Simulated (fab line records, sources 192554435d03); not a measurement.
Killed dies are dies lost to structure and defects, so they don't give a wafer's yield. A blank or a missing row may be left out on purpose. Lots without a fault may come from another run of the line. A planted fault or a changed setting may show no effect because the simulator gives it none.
fab line records | flow n5_finfet
record lots=24 wafers=72 last_day=18
route steps=1938 shown BEOL_M14@1748 BEOL_M15@1786 MIM_TOP_LITHO@1849 MIM_TOP_ETCH@1852
lots that met no fault: from a run of the same line without faults
start_h: hours from the record's first day to the start of the lot's first wafer shown | wait_h: hours since the lot's step before | " the same as in the row above | L1.1+2: a row that stands for several wafers | - no value, or no start given | * or withheld: withheld | < > ~ a bound
route shown NAME@n: a module of which the file shows steps, and the number in the route of the first | usual: mean/standard deviation of fault-free wafers | same: alike in all rows | chamber/n: place in a boat | sites: the reading at each site | _std_site: their standard deviation | _edge_site: outer sites' mean less inner sites' | radius_mm: how far each site lies from the wafer's centre | mask NAME#n: copy n | behind: the tool/chamber that last shaped the wafer | hold: why the lot was held/for how many hours/how that ended | device: the transistor (n, p or np) that didn't switch | end of line: the same wafers' tests at the end of the route | a step without rows: its recipe alone | killed: dies lost to structure and defects at the first sort, not the wafer's yield | map: a wafer's dies, x killed, . not, _ none there
set.NAME: the setting as run; set.NAME@STEP: as run at that earlier step | model.NAME: the simulator's own value behind a step, which no gauge read
steps of the route over a sample of lots; a table a step, a row a wafer
services: from which hour (start_h, from the record's first day; less than 0 if before it) a tool's chamber was out of use, for how many hours, and why
## steps
# step N5_BEOL_M14_INSPECT_30
# recipe mode=adi inspect_instrument=macro
# usual raw_defect_count=2.2/1.4
# columns lot.wafer tool chamber start_h wait_h raw_defect_count
L074.2 defect_inspect-01 - 239.17 0.0 1
L074.3 " - " " 3
L074.4 " - " " 2
L075.1 defect_inspect-02 - 248.70 0.0 2
L075.3 " - " " 2
L075.5 " - " " 1
L076.1 defect_inspect-01 - 255.07 0.0 3
L076.2 " - " " 2
L076.5 " - " " 2
L078.3 defect_inspect-01 - 264.54 0.0 3
L078.5 " - " " 4
L078.6 " - " " 2
L077.1 defect_inspect-02 - 267.66 0.0 4
L077.2 " - " " 4
L077.3 " - " " 4
L080.2 defect_inspect-01 - 278.41 0.0 3
L080.4 " - " " 4
L080.5 " - " " 0
L079.1 defect_inspect-02 - 285.36 0.0 3
L079.4 " - " " 2
L079.6 " - " " 1
L081.1 defect_inspect-02 - 285.85 0.0 3
L081.2 " - " " 0
L081.3 " - " " 0
L083.2 defect_inspect-02 - 304.13 0.0 2
L083.5 " - " " 1
L083.6 " - " " 0
L082.1 defect_inspect-02 - 306.19 0.0 2
L082.3 " - " " 3
L082.6 " - " " 1
L084.3 defect_inspect-01 - 318.90 0.0 3
L084.5 " - " " 4
L084.6 " - " " 1
L086.1 defect_inspect-02 - 320.30 0.0 0
L086.3 " - " " 4
L086.4 " - " " 2
L087.2 defect_inspect-01 - 325.88 0.0 4
L087.3 " - " " 5
L087.4 " - " " 2
L085.1 defect_inspect-02 - 325.94 0.0 2
L085.2 " - " " 5
L085.5 " - " " 2
L088.2 defect_inspect-01 - 334.34 0.0 2
L088.5 " - " " 2
L088.6 " - " " 2
L090.1 defect_inspect-01 - 346.96 0.0 3
L090.2 " - " " 3
L090.3 " - " " 3
L089.2 defect_inspect-02 - 347.60 0.0 1
L089.3 " - " " 2
L089.6 " - " " 5
L091.2 defect_inspect-01 - 347.94 0.0 1
L091.4 " - " " 4
L091.5 " - " " 3
L092.1 defect_inspect-02 - 358.66 0.0 5
L092.4 " - " " 3
L092.6 " - " " 4
L093.1 defect_inspect-02 - 378.15 0.0 1
L093.3 " - " " 2
L093.5 " - " " 1
L095.2 defect_inspect-01 - 378.71 0.0 1
L095.3 " - " " 2
L095.5 " - " " 2
L094.1 defect_inspect-01 - 382.06 0.0 2
L094.2 " - " " 1
L094.5 " - " " 1
L097.2 defect_inspect-01 - 382.75 0.0 3
L097.3 " - " " 2
L097.6 " - " " 1
L096.2 defect_inspect-02 - 392.37 0.0 2
L096.4 " - " " 2
L096.6 " - " " 1
# step N5_BEOL_M14_ETCH_38
# recipe chemistry=CF4/N2 target=SiCN target_depth_a=1065 taper_deg=2 time_s=120.6 ion_energy_ev=150 mask_material=SiO2 pressure_mtorr=40 source_w=430 bias_w=70 Ar_flow_sccm=100 cf4_flow_sccm=60 n2_flow_sccm=60
# usual drypump_motor_current_A=5.6/0.6 oes_product_au=0.82/0.065 rf_vpp_V=381.6/1.9 showerhead_plenum_p_Torr=2.18/0.079 throttle_valve_pct=15.44/0.16
# columns lot.wafer tool chamber start_h wait_h drypump_motor_current_A oes_product_au rf_hours_counter_h rf_vpp_V showerhead_plenum_p_Torr throttle_valve_pct
L074.2 rie_diel-06 1 - - 4.9 0.79 115 380.2 2.13 15.50
L074.3 " 0 " " 5.2 0.81 83 381.3 2.16 15.46
L074.4 " 3 " " 6.6 0.89 33 381.8 2.15 15.38
L075.1 rie_diel-04 0 - - 5.5 0.72 161 380.6 2.12 15.49
L075.3 " 1 " " 6.1 0.84 77 379.1 2.14 15.26
L075.5 " 1 " " 6.1 0.84 - 381.1 2.14 15.26
L076.1 rie_diel-03 3 - - 6.6 0.86 50 384.4 2.33 15.20
L076.2 " 0 " " 5.0 0.83 67 383.9 2.24 15.58
L076.5 " 0 " " 5.0 0.83 - 385.4 2.24 15.57
L078.3 rie_diel-06 1 - - 4.8 0.78 123 382.0 2.13 15.49
L078.5 " 3 " " 6.7 0.88 - 382.2 2.15 15.40
L078.6 " 0 " " 5.2 0.81 - 381.0 2.15 15.48
L077.1 rie_diel-04 0 - - 5.5 0.72 169 382.0 2.11 15.51
L077.2 " 1 " " 6.1 0.84 84 380.6 2.14 15.26
L077.3 " 3 " " 5.7 0.81 100 381.0 2.15 15.66
L080.2 rie_diel-04 0 - - 5.5 0.72 174 379.5 2.11 15.51
L080.4 " 1 " " 6.1 0.83 - 380.8 2.14 15.27
L080.5 " 0 " " 5.5 0.72 - 379.9 2.11 15.52
L081.1 rie_diel-04 3 - - 5.6 0.81 105 379.8 2.14 15.66
L081.2 " 0 " " 5.5 0.73 175 379.4 2.11 15.53
L081.3 " 2 " " 5.8 0.97 6 382.6 2.18 15.28
L079.1 rie_diel-04 3 - - 5.7 0.81 105 381.7 2.14 15.66
L079.4 " 3 " " 5.6 0.80 - 381.3 2.14 15.68
L079.6 " 0 " " 5.5 0.72 - 380.3 2.11 15.52
L083.2 rie_diel-06 0 - - 5.2 0.79 108 381.4 2.15 15.50
L083.5 " 1 " " 4.8 0.76 - 380.7 2.12 15.50
L083.6 " 2 " " 5.3 0.93 - 384.9 2.35 15.27
L082.1 rie_diel-06 3 - - 6.7 0.86 57 380.8 2.15 15.42
L082.3 " 1 " " 4.8 0.77 139 380.7 2.12 15.54
L082.6 " 1 " " 4.8 0.78 - 380.5 2.12 15.55
L084.3 rie_diel-06 0 - - 5.2 0.78 112 380.6 2.15 15.51
L084.5 " 2 " " 5.3 0.92 - 385.2 2.35 15.28
L084.6 " 3 " " 6.7 0.86 - 380.6 2.14 15.41
L086.1 rie_diel-03 0 - - 5.0 0.81 91 382.9 2.23 15.64
L086.3 " 3 " " 6.5 0.83 75 384.9 2.32 15.23
L086.4 " 2 " " 4.8 0.84 84 381.4 2.14 15.13
L087.2 rie_diel-04 1 - - 6.1 0.81 101 381.6 2.14 15.31
L087.3 " 0 " " 5.5 0.70 191 380.9 2.11 15.56
L087.4 " 3 " " 5.7 0.79 121 379.8 2.14 15.71
L085.1 rie_diel-06 3 - - 6.7 0.85 64 382.2 2.14 15.42
L085.2 " 0 " " 5.2 0.78 114 382.1 2.14 15.54
L085.5 " 0 " " 5.2 0.78 - 379.8 2.15 15.53
L088.2 rie_diel-03 3 - - 6.5 0.82 79 385.0 2.32 15.24
L088.5 " 3 " " 6.5 0.82 - 384.3 2.32 15.23
L088.6 " 0 " " 5.0 0.80 - 383.3 2.23 15.63
L090.1 rie_diel-04 2 - - 5.9 0.89 29 380.8 2.17 15.33
L090.2 " 0 " " 5.5 0.70 198 378.7 2.10 15.58
L090.3 " 1 " " 6.1 0.81 108 381.2 2.13 15.30
L091.2 rie_diel-04 3 - - 5.7 0.78 129 377.9 2.14 15.71
L091.4 " 2 " " 5.9 0.90 31 379.8 2.17 15.33
L091.5 " 3 " " 5.7 0.79 - 380.6 2.13 15.72
L089.2 rie_diel-06 2 - - 5.4 0.88 20 384.5 2.35 15.31
L089.3 " 1 " " 4.8 0.76 154 381.0 2.12 15.57
L089.6 " 0 " " 5.2 0.77 - 381.4 2.14 15.55
L092.1 rie_diel-03 3 - - 6.5 0.80 90 385.1 2.32 15.27
L092.4 " 1 " " 6.5 0.88 33 384.7 2.34 15.38
L092.6 " 3 " " 6.5 0.81 - 385.4 2.32 15.26
L093.1 rie_diel-06 2 - - 5.4 0.87 29 385.3 2.35 15.32
L093.3 " 1 " " 4.8 0.75 163 380.1 2.11 15.58
L093.5 " 1 " " 4.9 0.76 - 380.2 2.11 15.59
L095.2 rie_diel-06 3 - - 6.6 0.83 81 380.7 2.14 15.47
L095.3 " 1 " " 4.8 0.75 163 380.0 2.11 15.57
L095.5 " 1 " " 4.8 0.75 - 380.7 2.11 15.58
L094.1 rie_diel-06 3 - - 6.7 0.83 82 381.4 2.14 15.45
L094.2 " 2 " " 5.4 0.85 30 385.3 2.35 15.33
L094.5 " 1 " " 4.8 0.74 - 380.9 2.11 15.59
L097.2 rie_diel-04 0 - - 5.5 0.69 210 379.9 2.10 15.60
L097.3 " 1 " " 6.1 0.79 121 380.0 2.13 15.34
L097.6 " 1 " " 6.1 0.80 - 381.4 2.13 15.32
L096.2 rie_diel-04 3 - - 5.6 0.78 143 381.0 2.13 15.76
L096.4 " 1 " " 6.2 0.79 124 379.1 2.13 15.36
L096.6 " 2 " " 5.9 0.86 - 380.9 2.16 15.34
# step N5_BEOL_M14_PRE_CLEAN_42
# recipe gas=H2/He time_s=30 temp_c=300
# usual heater_power_w=475/60
# columns lot.wafer tool chamber start_h wait_h heater_power_w
L074.2 pvd_sputter-01 - 240.73 0.0 548
L074.3 " - " " 393
L074.4 " - " " 449
L075.1 pvd_sputter-03 - 252.93 0.0 381
L075.3 " - " " 529
L075.5 " - " " 457
L076.1 pvd_sputter-01 - 256.47 0.0 432
L076.2 " - " " 443
L076.5 " - " " 550
L078.3 pvd_sputter-03 - 268.92 0.0 387
L078.5 " - " " 561
L078.6 " - " " 460
L077.1 pvd_sputter-02 - 269.26 0.0 455
L077.2 " - " " 441
L077.3 " - " " 386
L080.2 pvd_sputter-03 - 282.70 0.0 380
L080.4 " - " " 465
L080.5 " - " " 536
L081.1 pvd_sputter-02 - 287.44 0.0 546
L081.2 " - " " 459
L081.3 " - " " 435
L079.1 pvd_sputter-02 - 287.84 0.0 448
L079.4 " - " " 399
L079.6 " - " " 453
L083.2 pvd_sputter-03 - 308.12 0.0 373
L083.5 " - " " 546
L083.6 " - " " 516
L082.1 pvd_sputter-03 - 309.34 0.0 374
L082.3 " - " " 557
L082.6 " - " " 551
L084.3 pvd_sputter-01 - 322.21 0.0 448
L084.5 " - " " 447
L084.6 " - " " 455
L086.1 pvd_sputter-01 - 323.99 0.0 457
L086.3 " - " " 454
L086.4 " - " " 548
L087.2 pvd_sputter-03 - 329.87 0.0 380
L087.3 " - " " 520
L087.4 " - " " 452
L085.1 pvd_sputter-01 - 330.15 0.0 552
L085.2 " - " " 453
L085.5 " - " " 547
L088.2 pvd_sputter-02 - 336.91 0.0 444
L088.5 " - " " 545
L088.6 " - " " 455
L090.1 pvd_sputter-03 - 348.17 0.0 386
L090.2 " - " " 540
L090.3 " - " " 448
L091.2 pvd_sputter-03 - 351.59 0.0 530
L091.4 " - " " 543
L091.5 " - " " 545
L089.2 pvd_sputter-03 - 355.91 0.0 456
L089.3 " - " " 374
L089.6 " - " " 519
L092.1 pvd_sputter-01 - 369.79 0.0 448
L092.4 " - " " 458
L092.6 " - " " 558
L093.1 pvd_sputter-01 - 380.13 0.0 444
L093.3 " - " " 440
L093.5 " - " " 559
L095.2 pvd_sputter-01 - 380.45 0.0 452
L095.3 " - " " 552
L095.5 " - " " 445
L094.1 pvd_sputter-03 - 383.17 0.0 447
L094.2 " - " " 367
L094.5 " - " " 506
L097.2 pvd_sputter-01 - 385.23 0.0 546
L097.3 " - " " 400
L097.6 " - " " 546
L096.2 pvd_sputter-03 - 394.40 0.0 385
L096.4 " - " " 551
L096.6 " - " " 526
# step N5_BEOL_M15_DESCUM_15
# recipe chemistry=O2 time_s=7.9 source_power_w=50 bias_power_w=20 pressure_mtorr=20 rf_frequency_hz=2.712e+07 temp_c=40 o2_flow_sccm=225
# usual drypump_motor_current_A=5.7/0.46 o2_flow_sccm=224.9/0.73 oes_product_au=0.75/0.089 rf_vpp_V=243.2/1.5 showerhead_plenum_p_Torr=2.09/0.072 throttle_valve_pct=20.48/0.21
# columns lot.wafer tool chamber start_h wait_h drypump_motor_current_A o2_flow_sccm oes_product_au rf_hours_counter_h rf_vpp_V showerhead_plenum_p_Torr throttle_valve_pct
L074.2 rie_diel-02 3 242.78 0.0 5.9 224.5 0.69 218 241.7 1.99 20.56
L074.3 " 2 " " 4.9 226.2 0.72 204 243.1 2.06 20.25
L074.4 " 0 " " 5.7 225.1 0.72 183 244.1 2.08 20.32
L075.1 rie_diel-01 1 254.86 0.0 6.5 224.6 0.87 63 244.3 2.12 20.31
L075.3 " 0 " " 6.0 223.7 0.75 171 241.4 2.02 20.81
L075.5 " 1 " " 6.5 224.7 0.87 - 245.5 2.12 20.28
L076.1 rie_diel-05 1 258.44 0.0 5.7 224.7 0.70 197 241.0 1.99 20.91
L076.2 " 0 " " 5.9 224.3 0.82 97 245.6 2.19 20.45
L076.5 " 2 " " 5.6 225.8 0.71 - 243.7 2.14 20.37
L078.3 rie_diel-02 3 270.99 0.0 5.9 225.5 0.68 226 243.4 1.99 20.56
L078.5 " 0 " " 5.8 224.4 0.72 - 242.5 2.08 20.34
L078.6 " 1 " " 6.2 224.6 0.70 - 244.1 2.16 20.51
L077.1 rie_diel-01 3 271.19 0.0 5.0 224.5 0.70 221 242.3 2.00 20.63
L077.2 " 0 " " 6.0 224.9 0.76 175 242.6 2.02 20.82
L077.3 " 1 " " 6.5 224.1 0.87 67 244.7 2.12 20.31
L080.2 rie_diel-02 1 284.84 0.0 6.2 225.3 0.69 219 243.6 2.16 20.52
L080.4 " 2 " " 4.9 225.1 0.71 216 243.8 2.06 20.26
L080.5 " 0 " " 5.8 224.1 0.72 - 243.5 2.08 20.35
L081.1 rie_diel-01 3 289.48 0.0 5.0 225.6 0.70 227 242.1 2.00 20.64
L081.2 " 0 " " 6.0 224.8 0.74 181 242.3 2.02 20.82
L081.3 " 2 " " 6.0 225.2 0.68 217 243.1 2.13 20.50
L079.1 rie_diel-01 1 290.48 0.5 6.5 225.2 0.86 74 244.6 2.12 20.30
L079.4 " 0 " " 6.0 225.5 0.74 182 241.1 2.02 20.82
L079.6 " 3 " " 5.0 224.9 0.69 - 240.7 2.00 20.64
L083.2 rie_diel-01 0 310.18 0.0 6.0 225.2 0.73 188 241.7 2.02 20.85
L083.5 " 2 " " 5.9 225.2 0.69 - 244.2 2.13 20.51
L083.6 " 3 " " 5.0 225.4 0.70 - 241.9 2.00 20.63
L082.1 rie_diel-05 0 311.57 0.0 5.9 224.0 0.80 111 244.4 2.18 20.46
L082.3 " 3 " " 5.6 225.1 0.97 2 243.4 2.16 20.20
L082.6 " 3 " " 5.6 225.2 0.96 - 243.6 2.16 20.21
L084.3 rie_diel-02 0 324.25 0.0 5.7 225.5 0.71 205 242.7 2.08 20.37
L084.5 " 2 " " 4.9 224.9 0.70 - 242.9 2.05 20.28
L084.6 " 1 " " 6.1 222.7 0.69 - 244.6 2.16 20.55
L086.1 rie_diel-05 1 326.03 0.0 5.7 224.5 0.68 217 241.7 1.99 20.93
L086.3 " 3 " " 5.6 224.3 0.94 7 244.7 2.15 20.22
L086.4 " 3 " " 5.6 224.1 0.94 - 242.3 2.15 20.23
L087.2 rie_diel-02 3 331.99 0.0 5.9 225.0 0.67 244 240.8 1.98 20.59
L087.3 " 0 " " 5.7 225.7 0.71 207 244.3 2.08 20.36
L087.4 " 1 " " 6.1 225.7 0.69 233 244.0 2.16 20.53
L085.1 rie_diel-02 2 332.40 0.1 4.9 226.9 0.70 230 242.6 2.05 20.29
L085.2 " 1 " " 6.2 224.0 0.68 233 243.7 2.16 20.54
L085.5 " 2 " " 4.9 226.8 0.70 - 242.2 2.05 20.29
L088.2 rie_diel-05 0 338.98 0.0 5.9 224.7 0.79 121 245.4 2.18 20.47
L088.5 " 3 " " 5.6 225.1 0.91 - 245.3 2.15 20.21
L088.6 " 0 " " 5.9 224.8 0.79 - 245.1 2.18 20.47
L090.1 rie_diel-01 2 350.10 0.0 6.0 225.6 0.68 236 244.1 2.13 20.54
L090.2 " 3 " " 5.0 224.6 0.68 245 241.6 1.99 20.68
L090.3 " 0 " " 6.1 225.9 0.73 202 240.6 2.01 20.87
L091.2 rie_diel-02 2 353.53 0.0 4.9 225.1 0.70 238 243.0 2.05 20.32
L091.4 " 2 " " 4.9 225.0 0.70 - 242.7 2.05 20.30
L091.5 " 0 " " 5.7 224.1 0.70 - 242.0 2.07 20.36
L089.2 rie_diel-02 0 358.08 0.1 5.7 224.3 0.70 216 244.1 2.07 20.39
L089.3 " 2 " " 5.0 225.2 0.69 240 242.4 2.05 20.29
L089.6 " 1 " " 6.1 224.7 0.68 - 243.4 2.15 20.55
L092.1 rie_diel-05 1 371.72 0.0 5.7 225.7 0.68 229 243.2 1.98 20.97
L092.4 " 2 " " 5.6 225.0 0.91 - 242.2 2.13 20.01
L092.6 " 3 " " 5.6 224.9 0.90 - 243.4 2.15 20.25
L093.1 rie_diel-01 0 382.19 0.0 6.1 223.2 0.72 209 242.6 2.01 20.87
L093.3 " 1 " " 6.5 225.4 0.82 102 243.5 2.11 20.36
L093.5 " 2 " " 6.0 225.5 0.67 - 244.4 2.12 20.52
L095.2 rie_diel-02 2 382.55 0.1 4.9 223.9 0.70 247 241.4 2.04 20.31
L095.3 " 1 " " 6.1 224.4 0.67 248 244.3 2.15 20.55
L095.5 " 2 " " 5.0 225.3 0.70 - 242.9 2.04 20.32
L094.1 rie_diel-02 3 387.11 0.0 5.9 223.9 0.96 6 246.0 2.24 20.35
L094.2 " 0 " " 5.7 225.0 0.70 224 243.1 2.07 20.40
L094.5 " 1 " " 6.2 225.3 0.68 - 244.2 2.15 20.57
L097.2 rie_diel-02 3 389.17 0.0 5.9 223.8 0.95 7 245.6 2.24 20.36
L097.3 " 2 " " 4.9 224.0 0.69 249 243.0 2.04 20.32
L097.6 " 2 " " 4.9 225.9 0.69 - 243.0 2.04 20.32
L096.2 rie_diel-01 0 396.45 0.0 6.0 225.4 0.73 216 240.3 2.01 20.88
L096.4 " 0 " " 6.0 225.2 0.73 - 241.1 2.01 20.87
L096.6 " 3 " " 5.0 222.7 0.98 - 245.8 2.26 20.22
# step N5_MIM_TOP_LITHO_INSPECT_12
# recipe mode=adi inspect_instrument=macro
# usual raw_defect_count=2.1/1.5
# columns lot.wafer tool chamber start_h wait_h raw_defect_count
L074.2 defect_inspect-02 - 260.96 0.0 2
L074.3 " - " " 2
L074.4 " - " " 0
L075.1 defect_inspect-01 - 262.12 0.0 2
L075.3 " - " " 2
L075.5 " - " " 1
L076.1 defect_inspect-01 - 265.26 0.0 0
L076.2 " - " " 3
L076.5 " - " " 1
L078.3 defect_inspect-02 - 282.33 0.0 4
L078.5 " - " " 2
L078.6 " - " " 4
L077.1 defect_inspect-02 - 283.56 0.0 2
L077.2 " - " " 4
L077.3 " - " " 3
L080.2 defect_inspect-01 - 293.19 0.0 0
L080.4 " - " " 3
L080.5 " - " " 3
L081.1 defect_inspect-02 - 298.27 0.0 0
L081.2 " - " " 4
L081.3 " - " " 3
L079.1 defect_inspect-02 - 298.39 0.0 1
L079.4 " - " " 1
L079.6 " - " " 3
L083.2 defect_inspect-02 - 321.86 0.0 3
L083.5 " - " " 1
L083.6 " - " " 0
L082.1 defect_inspect-02 - 323.54 0.0 2
L082.3 " - " " 2
L082.6 " - " " 2
L084.3 defect_inspect-02 - 336.44 0.0 6
L084.5 " - " " 3
L084.6 " - " " 1
L086.1 defect_inspect-01 - 337.04 0.0 0
L086.3 " - " " 3
L086.4 " - " " 3
L087.2 defect_inspect-02 - 341.84 0.0 2
L087.3 " - " " 3
L087.4 " - " " 1
L085.1 defect_inspect-01 - 341.88 0.0 1
L085.2 " - " " 1
L085.5 " - " " 4
L088.2 defect_inspect-02 - 346.11 0.0 1
L088.5 " - " " 0
L088.6 " - " " 3
L090.1 defect_inspect-01 - 368.61 0.0 0
L090.2 " - " " 4
L090.3 " - " " 4
L091.2 defect_inspect-01 - 368.86 0.0 1
L091.4 " - " " 1
L091.5 " - " " 2
L089.2 defect_inspect-02 - 375.33 0.0 2
L089.3 " - " " 1
L089.6 " - " " 4
L092.1 defect_inspect-02 - 380.84 0.0 3
L092.4 " - " " 0
L092.6 " - " " 3
L093.1 defect_inspect-02 - 391.29 0.0 1
L093.3 " - " " 1
L093.5 " - " " 1
L095.2 defect_inspect-02 - 391.45 0.0 5
L095.3 " - " " 5
L095.5 " - " " 2
L094.1 defect_inspect-02 - 395.01 0.0 5
L094.2 " - " " 0
L094.5 " - " " 3
L097.2 defect_inspect-01 - 398.59 0.0 0
L097.3 " - " " 1
L097.6 " - " " 1
L096.2 defect_inspect-01 - 411.62 0.0 2
L096.4 " - " " 1
L096.6 " - " " 1
# step N5_MIM_TOP_ETCH_STRIP_01
# recipe chemistry=O2 power_w=600 temp_c=60 pressure_mtorr=30 rf_frequency_hz=6e+07 bias_power_w=0 overash_fraction=0.5 o2_flow_sccm=225
# usual drypump_motor_current_A=5.7/0.39 o2_flow_sccm=225.0/0.67 oes_product_au=0.75/0.089 rf_vpp_V=3.7/1.3 showerhead_plenum_p_Torr=2.09/0.074 throttle_valve_pct=16.73/0.24
# columns lot.wafer tool chamber start_h wait_h drypump_motor_current_A o2_flow_sccm oes_product_au rf_hours_counter_h rf_vpp_V showerhead_plenum_p_Torr throttle_valve_pct
L074.2 rie_diel-02 0 261.23 0.1 5.7 226.5 0.73 188 4.1 2.09 16.62
L074.3 " 2 " " 4.9 225.2 0.73 209 5.4 2.06 16.54
L074.4 " 1 " " 6.2 224.4 0.70 212 4.7 2.17 16.78
L075.1 rie_diel-05 2 262.51 0.1 5.6 225.0 0.70 235 4.0 2.15 16.71
L075.3 " 3 " " 5.6 226.5 0.70 241 4.8 2.16 16.84
L075.5 " 3 " " 5.6 225.4 0.72 - 5.2 2.16 16.82
L076.1 rie_diel-02 2 265.52 0.1 4.9 225.4 0.72 210 2.8 2.06 16.50
L076.2 " 0 " " 5.8 224.7 0.73 190 7.6 2.08 16.65
L076.5 " 3 " " 5.9 225.5 0.70 - 4.6 1.99 16.86
L078.3 rie_diel-05 3 282.84 0.1 5.6 224.3 0.68 247 1.4 2.16 16.89
L078.5 " 1 " " 5.7 226.0 0.70 - 4.7 2.00 17.14
L078.6 " 0 " " 5.9 225.6 0.82 - 4.7 2.19 16.72
L077.1 rie_diel-01 2 283.93 0.1 5.9 226.2 0.70 215 3.4 2.14 16.80
L077.2 " 3 " " 5.0 224.7 0.69 225 3.2 2.01 16.90
L077.3 " 1 " " 6.5 223.9 0.87 72 4.9 2.12 16.57
L080.2 rie_diel-02 1 293.49 0.1 6.2 224.6 0.69 222 3.7 2.16 16.79
L080.4 " 3 " " 5.9 226.0 0.70 233 3.7 1.99 16.91
L080.5 " 1 " " 6.2 226.0 0.69 - 3.8 2.16 16.75
L081.1 rie_diel-02 2 298.63 0.2 5.0 224.4 0.73 221 3.0 2.06 16.58
L081.2 " 3 " " 5.9 225.0 0.68 235 3.8 1.99 16.83
L081.3 " 0 " " 5.8 225.1 0.73 199 6.3 2.08 16.66
L079.1 rie_diel-01 1 298.69 0.1 6.5 225.4 0.87 77 3.2 2.12 16.55
L079.4 " 0 " " 6.1 225.2 0.75 185 4.2 2.02 17.09
L079.6 " 3 " " 5.0 224.6 0.70 - 5.7 2.00 16.85
L083.2 rie_diel-01 2 322.36 0.1 5.9 223.9 0.70 227 4.6 2.13 16.81
L083.5 " 0 " " 6.1 223.7 0.72 - 4.2 2.02 17.06
L083.6 " 3 " " 5.0 224.9 0.69 - 2.6 2.00 16.81
L082.1 rie_diel-05 3 323.80 0.1 5.6 225.3 0.94 6 5.5 2.16 16.41
L082.3 " 0 " " 5.9 225.4 0.81 116 5.0 2.18 16.73
L082.6 " 0 " " 5.9 225.7 0.80 - 4.3 2.18 16.70
L084.3 rie_diel-05 3 336.70 0.1 5.6 224.7 0.93 11 3.9 2.16 16.39
L084.5 " 0 " " 5.9 225.9 0.79 - 5.6 2.18 16.70
L084.6 " 3 " " 5.6 224.3 0.91 - 3.5 2.16 16.39
L086.1 rie_diel-02 0 337.53 0.1 5.8 224.7 0.71 209 2.5 2.08 16.68
L086.3 " 1 " " 6.1 225.2 0.69 234 2.4 2.16 16.82
L086.4 " 2 " " 4.9 226.0 0.70 232 2.9 2.05 16.57
L087.2 rie_diel-02 0 342.26 0.3 5.8 225.7 0.70 211 5.2 2.08 16.64
L087.3 " 1 " " 6.2 224.5 0.68 236 3.0 2.16 16.86
L087.4 " 3 " " 5.9 225.5 0.67 247 5.8 1.99 16.91
L085.1 rie_diel-02 3 342.30 0.2 5.9 225.2 0.67 247 4.5 1.99 16.90
L085.2 " 2 " " 5.0 225.9 0.70 234 3.1 2.05 16.62
L085.5 " 0 " " 5.8 224.8 0.71 - 2.8 2.08 16.68
L088.2 rie_diel-05 3 346.37 0.1 5.6 224.8 0.92 14 2.2 2.16 16.41
L088.5 " 1 " " 5.7 224.8 0.67 - 3.3 1.99 17.17
L088.6 " 2 " " 5.6 225.2 0.91 - 1.5 2.14 16.26
L090.1 rie_diel-01 2 368.87 0.1 5.9 223.6 0.68 239 3.7 2.13 16.86
L090.2 " 1 " " 6.5 223.7 0.83 97 2.8 2.11 16.63
L090.3 " 0 " " 6.1 225.0 0.72 205 2.4 2.01 17.06
L091.2 rie_diel-05 3 369.12 0.1 5.6 225.3 0.88 20 5.0 2.15 16.42
L091.4 " 1 " " 5.7 225.5 0.66 - 5.2 1.99 17.13
L091.5 " 3 " " 5.6 225.4 0.89 - 2.8 2.15 16.46
L089.2 rie_diel-01 2 375.76 0.1 5.9 224.6 0.68 241 4.7 2.13 16.84
L089.3 " 0 " " 6.0 225.1 0.72 207 3.2 2.01 17.09
L089.6 " 0 " " 6.0 224.7 0.73 - 7.6 2.01 17.11
L092.1 rie_diel-02 0 381.10 0.1 5.8 225.3 0.68 222 2.9 2.08 16.66
L092.4 " 1 " " 6.2 226.0 0.69 248 2.7 2.16 16.82
L092.6 " 1 " " 6.2 225.9 0.68 - 2.6 2.15 16.80
L093.1 rie_diel-02 3 391.55 0.1 5.9 225.3 0.95 8 3.9 2.25 16.48
L093.3 " 2 " " 5.0 226.0 0.70 251 2.7 2.05 16.62
L093.5 " 0 " " 5.7 224.5 0.72 - 1.5 2.07 16.67
L095.2 rie_diel-02 0 391.71 0.1 5.7 224.8 0.69 226 3.8 2.07 16.73
L095.3 " 2 " " 4.9 224.5 0.70 251 2.6 2.05 16.65
L095.5 " 3 " " 5.9 225.7 0.96 - 4.6 2.25 16.55
L094.1 rie_diel-05 0 395.28 0.1 5.8 223.8 0.76 135 2.2 2.18 16.79
L094.2 " 3 " " 5.6 226.3 0.88 28 5.0 2.15 16.47
L094.5 " 1 " " 5.7 226.1 0.65 - 3.9 1.99 17.23
L097.2 rie_diel-05 2 398.86 0.1 5.6 226.1 0.90 18 2.5 2.13 16.35
L097.3 " 3 " " 5.6 225.2 0.88 30 6.9 2.15 16.46
L097.6 " 2 " " 5.7 225.3 0.88 - 3.4 2.13 16.26
L096.2 rie_diel-05 3 411.88 0.1 5.6 225.2 0.90 32 4.3 2.15 16.45
L096.4 " 1 " " 5.7 225.9 0.67 238 4.9 1.99 17.19
L096.6 " 2 " " 5.7 226.1 0.89 - 2.4 2.14 16.32
## services
# columns tool chamber start_h hours kind
rie_diel-06 2 243.08 8.3 repair
pvd_sputter-01 - 265.37 5.6 repair
rie_diel-04 3 281.53 2.6 repair
rie_diel-04 - 311.41 0.7 repair
pvd_sputter-02 - 350.92 15.4 repair
rie_diel-02 3 351.18 - clean
rie_diel-02 3 351.18 - consumable_replace:focus_ring
rie_diel-02 3 351.18 - consumable_replace:showerhead
rie_diel-02 3 351.18 16.0 scheduled_down
rie_diel-02 3 351.18 16.0 vent_cycle
rie_diel-06 0 356.03 43.4 repair
pvd_sputter-01 - 363.81 5.6 repair
rie_diel-05 0 365.70 8.6 repair
pvd_sputter-02 - 366.68 18.9 repair
rie_diel-02 1 388.20 - clean
rie_diel-02 1 388.20 - consumable_replace:focus_ring
rie_diel-02 1 388.20 15.5 scheduled_down
rie_diel-02 1 388.20 15.5 vent_cycle
rie_diel-03 0 388.66 19.8 repair
rie_diel-05 - 399.12 0.8 repair
rie_diel-02 2 403.72 - clean
rie_diel-02 2 403.72 - consumable_replace:focus_ring
rie_diel-02 2 403.72 16.5 scheduled_down
rie_diel-02 2 403.72 16.5 vent_cycle
## key
fault none
